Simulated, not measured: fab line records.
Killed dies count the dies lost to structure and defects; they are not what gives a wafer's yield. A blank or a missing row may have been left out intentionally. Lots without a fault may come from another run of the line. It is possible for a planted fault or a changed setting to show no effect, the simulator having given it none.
The tool behind it: which one? + flow nand_harc + 11 lots, 33 wafers sampled, at 1 step of a route of 1302

WHAT EACH GAUGE READ, for each wafer
NHARC_A_CHANNEL_HOLE_D2_CD_MEAS_10 targets a cd of 100 nm.
| lot  | measured     | on        | cd_nm (nm)        |
|------|--------------|-----------|-------------------|
| L893 | day 13 07:47 | cd_sem-03 | 99.7 99.8 100.0   |
| L894 | day 14 02:17 | cd_sem-03 | 99.5 99.1 99.2    |
| L895 | day 14 12:26 | cd_sem-02 | 99.2 99.6 98.6    |
| L901 | day 16 13:44 | cd_sem-01 | 100.0 100.3 100.3 |
| L902 | day 17 10:06 | cd_sem-02 | 100.3 100.5 100.8 |
| L907 | day 19 06:27 | cd_sem-01 | 100.1 100.3 100.1 |
| L908 | day 20 03:18 | cd_sem-01 | 100.2 100.3 100.0 |
| L911 | day 20 20:11 | cd_sem-03 | 100.3 100.6 100.1 |
| L910 | day 20 22:05 | cd_sem-03 | 99.5 99.1 99.6    |
| L912 | day 21 12:43 | cd_sem-02 | 99.9 99.2 99.8    |
| L914 | day 22 11:15 | cd_sem-02 | 99.5 99.5 99.5    |

TOOL THAT RAN EACH LOT (tool first, then ch and the chambers of the sampled wafers, then the start)
The record shows no process step preceding these readings.

THE ANSWER, worked out from the rows above alone
Rule: the lots themselves supply what counts as usual. Put in order of their means at a reading, lots are off if they are a third of the lots or fewer, leave a main group of 4 or more, and stand apart from it by a gap of 3 or more times the standard deviation of the main group's means; of several such gaps the widest counts. Not used: any main group whose means are identical at the precision the tables above print for the reading. A lot without any number at a reading at which 4 lots or more have one is off too. Any other lot the step has rows for is counted as sound.
No lot is off at any reading shown: from this, nothing can be told.

WHAT THE SIMULATOR HAD INSERTED
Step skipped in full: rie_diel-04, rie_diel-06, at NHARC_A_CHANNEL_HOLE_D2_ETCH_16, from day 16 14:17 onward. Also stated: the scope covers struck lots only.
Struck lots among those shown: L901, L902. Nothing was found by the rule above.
